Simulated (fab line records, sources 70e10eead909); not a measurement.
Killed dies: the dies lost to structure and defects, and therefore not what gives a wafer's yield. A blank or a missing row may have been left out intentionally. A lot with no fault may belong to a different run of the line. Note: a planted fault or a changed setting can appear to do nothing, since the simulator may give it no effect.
Which of the tools did it? / flow nand harc / Sampling: 13 lots, 39 wafers, 6 of 1159 route steps

== WHAT THE GAUGES SHOWED, per wafer ==
NHARC_P_GATE_CD_MEAS_11 targets a cd of 1640 nm. Usual: cd nm reads 1638.9 nm (standard deviation 1.8).
lot=L471; measured=day 4 05:52; on=cd sem-01; cd nm (nm)=1639.9 1638.0 1639.1; flag=
lot=L473; measured=day 4 21:19; on=cd sem-01; cd nm (nm)=1640.8 1638.5 1638.0; flag=
lot=L472; measured=day 4 21:21; on=cd sem-03; cd nm (nm)=1638.3 1641.3 1638.9; flag=
lot=L474; measured=day 4 21:23; on=cd sem-01; cd nm (nm)=- - -; flag=OFF
lot=L480; measured=day 6 16:03; on=cd sem-01; cd nm (nm)=1638.8 1642.3 1639.5; flag=
lot=L483; measured=day 7 06:07; on=cd sem-02; cd nm (nm)=1640.1 1638.5 1636.4; flag=
lot=L484; measured=day 7 14:11; on=cd sem-01; cd nm (nm)=1638.4 1637.5 1640.9; flag=
lot=L485; measured=day 7 14:20; on=cd sem-01; cd nm (nm)=1638.4 1635.5 1639.9; flag=
lot=L488; measured=day 8 15:13; on=cd sem-01; cd nm (nm)=1638.5 1642.7 1639.9; flag=
lot=L489; measured=day 8 21:32; on=cd sem-01; cd nm (nm)=1638.5 1640.9 1639.3; flag=
lot=L492; measured=day 9 09:05; on=cd sem-02; cd nm (nm)=1636.5 1640.1 1638.5; flag=
lot=L491; measured=day 9 09:15; on=cd sem-03; cd nm (nm)=1639.1 1639.1 1641.6; flag=
lot=L493; measured=day 9 16:23; on=cd sem-03; cd nm (nm)=1639.1 1639.5 1637.5; flag=

NHARC_P_GATE_OVL_MEAS_27. Usual: overlay x nm -0.1 nm, standard deviation 0.89; overlay y nm 0.3 nm, standard deviation 0.88.
lot=L471; measured=day 4 22:13; on=overlay-01; overlay x nm (nm)=0.7 1.2 0.5; overlay y nm (nm)=0.5 0.5 -0.3; flag=
lot=L473; measured=day 5 11:01; on=overlay-01; overlay x nm (nm)=0.7 1.2 1.1; overlay y nm (nm)=-0.9 -0.2 -0.5; flag=
lot=L472; measured=day 5 10:59; on=overlay-01; overlay x nm (nm)=1.2 0.8 1.2; overlay y nm (nm)=-0.1 -0.6 -0.3; flag=
lot=L474; measured=day 5 10:50; on=overlay-02; overlay x nm (nm)=0.0 0.0 -0.2; overlay y nm (nm)=1.0 1.1 1.1; flag=
lot=L480; measured=day 7 06:29; on=overlay-01; overlay x nm (nm)=0.7 0.8 0.8; overlay y nm (nm)=-0.7 0.1 -0.5; flag=
lot=L483; measured=day 7 20:14; on=overlay-02; overlay x nm (nm)=-0.6 -0.4 -0.8; overlay y nm (nm)=-1.1 -0.9 -1.2; flag=
lot=L484; measured=day 8 04:51; on=overlay-02; overlay x nm (nm)=-0.2 -0.3 0.2; overlay y nm (nm)=1.3 0.9 1.1; flag=
lot=L485; measured=day 8 04:13; on=overlay-02; overlay x nm (nm)=0.1 -0.5 -0.3; overlay y nm (nm)=0.8 1.2 0.5; flag=
lot=L488; measured=day 9 06:37; on=overlay-01; overlay x nm (nm)=0.0 0.2 0.5; overlay y nm (nm)=-1.0 -0.6 -0.2; flag=
lot=L489; measured=day 9 11:13; on=overlay-02; overlay x nm (nm)=-1.3 -1.9 -0.7; overlay y nm (nm)=-0.3 0.1 -0.2; flag=
lot=L492; measured=day 10 02:08; on=overlay-01; overlay x nm (nm)=-0.9 -0.6 0.0; overlay y nm (nm)=1.3 1.0 1.3; flag=
lot=L491; measured=day 10 01:29; on=overlay-01; overlay x nm (nm)=-0.4 -0.3 -0.4; overlay y nm (nm)=-0.8 -0.6 -0.7; flag=
lot=L493; measured=day 10 06:19; on=overlay-02; overlay x nm (nm)=0.7 1.0 0.4; overlay y nm (nm)=1.7 2.0 1.6; flag=

NHARC_P_GATE_CD_MEAS_33. Usual: cd nm reads 120 nm (standard deviation 3.8).
lot=L471; measured=day 4 23:07; on=cd sem-01; cd nm (nm)=118 117 116; flag=
lot=L473; measured=day 5 12:19; on=cd sem-01; cd nm (nm)=127 117 123; flag=
lot=L472; measured=day 5 12:14; on=cd sem-02; cd nm (nm)=124 117 124; flag=
lot=L474; measured=day 5 11:50; on=cd sem-01; cd nm (nm)=119 119 119; flag=
lot=L480; measured=day 7 07:33; on=cd sem-02; cd nm (nm)=120 123 118; flag=
lot=L483; measured=day 7 21:11; on=cd sem-03; cd nm (nm)=119 116 124; flag=
lot=L484; measured=day 8 05:47; on=cd sem-03; cd nm (nm)=117 116 120; flag=
lot=L485; measured=day 8 05:06; on=cd sem-03; cd nm (nm)=112 121 125; flag=
lot=L488; measured=day 9 07:44; on=cd sem-01; cd nm (nm)=126 132 122; flag=
lot=L489; measured=day 9 12:09; on=cd sem-01; cd nm (nm)=123 123 121; flag=
lot=L492; measured=day 10 03:14; on=cd sem-03; cd nm (nm)=121 122 124; flag=
lot=L491; measured=day 10 02:25; on=cd sem-02; cd nm (nm)=117 123 116; flag=
lot=L493; measured=day 10 07:13; on=cd sem-03; cd nm (nm)=113 118 118; flag=

NHARC_END_SORT_01. Usual: killed at array 28, standard deviation 11; killed at other 0.5, standard deviation 0.87; killed at periphery 2.9, standard deviation 2.2; killed dies 32, standard deviation 11; killed open 3.2, standard deviation 1.9; killed short 1.8, standard deviation 1.4.
lot=L474; measured=day 20 00:14; on=prober-02; killed at array=11 11 13; killed at other=1 1 0; killed at periphery=665 665 664; killed dies=677 677 677; killed open=2 0 4; killed short=2 2 0; flag=OFF

== EACH LOT AND THE TOOL THAT RAN IT (in order: tool; ch and the chambers of the sampled wafers; start) ==
lot=L471; NHARC_P_GATE_EXPOSE_08=krf scanner-01 ch 0, day 4 05:43; NHARC_P_GATE_HM_OPEN_105=rie diel-03 ch 0,1,2, day 4 23:07 or earlier
lot=L473; NHARC_P_GATE_EXPOSE_08=krf scanner-01 ch 0, day 4 21:10; NHARC_P_GATE_HM_OPEN_105=rie diel-10 ch 1,2,3, day 5 12:19 or earlier
lot=L472; NHARC_P_GATE_EXPOSE_08=krf scanner-01 ch 0, day 4 21:12; NHARC_P_GATE_HM_OPEN_105=rie diel-10 ch 0,1,3, day 5 12:14 or earlier
lot=L474; NHARC_P_GATE_EXPOSE_08=krf scanner-01 ch 0, day 4 21:14; NHARC_P_GATE_HM_OPEN_105=rie diel-03 ch 1,3, day 5 11:50 or earlier
lot=L480; NHARC_P_GATE_EXPOSE_08=krf scanner-02 ch 0, day 6 15:54; NHARC_P_GATE_HM_OPEN_105=rie diel-10 ch 0,2,3, day 7 07:33 or earlier
lot=L483; NHARC_P_GATE_EXPOSE_08=krf scanner-02 ch 0, day 7 05:58; NHARC_P_GATE_HM_OPEN_105=rie diel-10 ch 0,3, day 7 21:11 or earlier
lot=L484; NHARC_P_GATE_EXPOSE_08=krf scanner-02 ch 0, day 7 14:02; NHARC_P_GATE_HM_OPEN_105=rie diel-12 ch 1,2,3, day 8 05:47 or earlier
lot=L485; NHARC_P_GATE_EXPOSE_08=krf scanner-01 ch 0, day 7 14:11; NHARC_P_GATE_HM_OPEN_105=rie diel-10 ch 0,1,2, day 8 05:06 or earlier
lot=L488; NHARC_P_GATE_EXPOSE_08=krf scanner-01 ch 0, day 8 15:04; NHARC_P_GATE_HM_OPEN_105=rie diel-03 ch 0,1,2, day 9 07:44 or earlier
lot=L489; NHARC_P_GATE_EXPOSE_08=krf scanner-03 ch 0, day 8 21:23; NHARC_P_GATE_HM_OPEN_105=rie diel-03 ch 0,1,2, day 9 12:09 or earlier
lot=L492; NHARC_P_GATE_EXPOSE_08=krf scanner-01 ch 0, day 9 08:56; NHARC_P_GATE_HM_OPEN_105=rie diel-12 ch 1,3, day 10 03:14 or earlier
lot=L491; NHARC_P_GATE_EXPOSE_08=krf scanner-03 ch 0, day 9 09:06; NHARC_P_GATE_HM_OPEN_105=rie diel-10 ch 1,2,3, day 10 02:25 or earlier
lot=L493; NHARC_P_GATE_EXPOSE_08=krf scanner-03 ch 0, day 9 16:14; NHARC_P_GATE_HM_OPEN_105=rie diel-10 ch 1,2,3, day 10 07:13 or earlier
- NHARC_P_GATE_EXPOSE_08: exposes mask P HV.
- NHARC_P_GATE_HM_OPEN_105: chemistry O2/COS, target depth 360 nm.

== AS READ BY THE TOOLS THEMSELVES (means over the sampled wafers that have a number; for cases with no such wafer, the mark the record gives instead) ==
NHARC_P_GATE_HM_OPEN_105. Usual: drypump motor current A 5.6 A, standard deviation 0.56; o2 flow sccm 400.1 sccm, standard deviation 1.3; oes product au 1.008 a.u., standard deviation 0.018; rf vpp V 466.7 V, standard deviation 2.6; showerhead plenum p Torr 3.10 Torr, standard deviation 0.12; throttle valve pct 28.330 %, standard deviation 0.0081.
lot=L471; tool=rie diel-03; drypump motor current A (A)=5.1; o2 flow sccm (sccm)=399.7; oes product au (a.u.)=1.008; rf vpp V (V)=469.4; showerhead plenum p Torr (Torr)=3.20; throttle valve pct (%)=28.326; flag=
lot=L473; tool=rie diel-10; drypump motor current A (A)=5.9; o2 flow sccm (sccm)=399.6; oes product au (a.u.)=1.014; rf vpp V (V)=464.1; showerhead plenum p Torr (Torr)=3.00; throttle valve pct (%)=28.340; flag=
lot=L472; tool=rie diel-10; drypump motor current A (A)=5.9; o2 flow sccm (sccm)=400.0; oes product au (a.u.)=1.018; rf vpp V (V)=466.1; showerhead plenum p Torr (Torr)=3.10; throttle valve pct (%)=28.333; flag=
lot=L474; tool=rie diel-03; drypump motor current A (A)=5.3; o2 flow sccm (sccm)=399.8; oes product au (a.u.)=1.005; rf vpp V (V)=468.6; showerhead plenum p Torr (Torr)=3.18; throttle valve pct (%)=28.326; flag=
lot=L480; tool=rie diel-10; drypump motor current A (A)=5.4; o2 flow sccm (sccm)=399.5; oes product au (a.u.)=1.006; rf vpp V (V)=465.7; showerhead plenum p Torr (Torr)=3.05; throttle valve pct (%)=28.331; flag=
lot=L483; tool=rie diel-10; drypump motor current A (A)=5.4; o2 flow sccm (sccm)=401.3; oes product au (a.u.)=0.996; rf vpp V (V)=467.6; showerhead plenum p Torr (Torr)=3.14; throttle valve pct (%)=28.326; flag=
lot=L484; tool=rie diel-12; drypump motor current A (A)=5.8; o2 flow sccm (sccm)=400.0; oes product au (a.u.)=0.982; rf vpp V (V)=467.9; showerhead plenum p Torr (Torr)=3.17; throttle valve pct (%)=28.334; flag=
lot=L485; tool=rie diel-10; drypump motor current A (A)=5.8; o2 flow sccm (sccm)=399.1; oes product au (a.u.)=1.023; rf vpp V (V)=466.7; showerhead plenum p Torr (Torr)=3.07; throttle valve pct (%)=28.331; flag=
lot=L488; tool=rie diel-03; drypump motor current A (A)=5.1; o2 flow sccm (sccm)=400.8; oes product au (a.u.)=1.001; rf vpp V (V)=468.4; showerhead plenum p Torr (Torr)=3.18; throttle valve pct (%)=28.332; flag=
lot=L489; tool=rie diel-03; drypump motor current A (A)=5.1; o2 flow sccm (sccm)=399.4; oes product au (a.u.)=1.005; rf vpp V (V)=468.3; showerhead plenum p Torr (Torr)=3.18; throttle valve pct (%)=28.328; flag=
lot=L492; tool=rie diel-12; drypump motor current A (A)=5.7; o2 flow sccm (sccm)=398.2; oes product au (a.u.)=1.001; rf vpp V (V)=466.0; showerhead plenum p Torr (Torr)=3.08; throttle valve pct (%)=28.338; flag=
lot=L491; tool=rie diel-10; drypump motor current A (A)=5.9; o2 flow sccm (sccm)=399.7; oes product au (a.u.)=1.013; rf vpp V (V)=464.1; showerhead plenum p Torr (Torr)=2.99; throttle valve pct (%)=28.322; flag=
lot=L493; tool=rie diel-10; drypump motor current A (A)=5.9; o2 flow sccm (sccm)=401.8; oes product au (a.u.)=1.011; rf vpp V (V)=465.2; showerhead plenum p Torr (Torr)=2.99; throttle valve pct (%)=28.333; flag=

== THE ANSWER, worked out from the rows above alone ==
Rule: a lot counts as off when the mean over its wafers that have a number is more than 3 standard deviations away from the usual mean. A lot without any number at a reading at which 4 lots or more have one is off too. Any other lot the step has rows for is counted as sound. First the gauges in route order, then the tools' own readings, where a lot's mean is used as printed above. The first step at which some lot is off is used, and at that step the reading that is off furthest; a lot without a number counts as furthest.
Off at NHARC_P_GATE_CD_MEAS_11 (cd nm): L474. Without a number there: L474.
A tool fits if, at a process step before that reading, it ran every lot that is off, and no sound lot after the first of them. Not tried: the gauges at NHARC_P_GATE_CD_MEAS_11; whatever is off there is also off at NHARC_END_SORT_01, on other tools, and gauge error can't account for it. None of those tried fits.

== WHAT THE SIMULATOR HAD INSERTED ==
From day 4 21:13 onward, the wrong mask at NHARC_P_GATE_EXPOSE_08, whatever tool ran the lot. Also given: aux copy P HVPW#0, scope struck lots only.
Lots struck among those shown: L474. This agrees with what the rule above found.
